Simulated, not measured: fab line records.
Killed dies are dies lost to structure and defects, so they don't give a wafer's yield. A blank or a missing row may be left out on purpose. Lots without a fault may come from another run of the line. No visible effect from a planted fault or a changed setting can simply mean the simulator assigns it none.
Matching of chambers | flow n5Finfet | N5_SD_EPI_P_ETCH_16 on rieDiel-04: 4 sister chambers
The step etches SiO2 in CHF3/O2, target depth 5 nm. 4 wafers are shown with their chamber, then 9 later ones without.

== WAFERS, EACH WITH ITS CHAMBER ==
wafer  | chamber | drypumpMotorCurrentA (A)
L084.2 | 3       | 5.7
L084.3 | 0       | 5.1
L089.1 | 1       | 5.9
L089.6 | 2       | 5.6

== WAFERS MISSING THEIR CHAMBER ==
wafer  | drypumpMotorCurrentA (A)
L091.2 | 5.6
L091.3 | 5.1
L091.6 | 5.7
L092.1 | 5.7
L092.2 | 5.6
L092.5 | 5.1
L093.1 | 5.1
L093.2 | 5.5
L093.5 | 5.6

== CHAMBER TAKEN BY EACH ==
wafer  | from the rows above | in truth
L091.2 | 2                   | 2
L091.3 | 0                   | 0
L091.6 | 3                   | 3
L092.1 | 3                   | 3
L092.2 | 2                   | 2
L092.5 | 0                   | 0
L093.1 | 0                   | 0
L093.2 | 2                   | 2
L093.5 | 2                   | 2
9 of 9 placed correctly. Number that these rows cannot place: 0. Wrongly placed: 0.
How it was worked out, from the rows above alone: a wafer's distance from a chamber is the root of the sum, over the readings, of the square of ((its reading less the chamber's mean) divided by the reading's scatter). The wafer belongs to the nearest chamber; if the next one is less than 2 further off, it can't be placed. For every chamber, the mean is computed from those of its wafers that are shown. The scatter (one wafer shown for each chamber): square how far every hidden wafer sits from the nearest shown wafer, average those squares and take the square root.
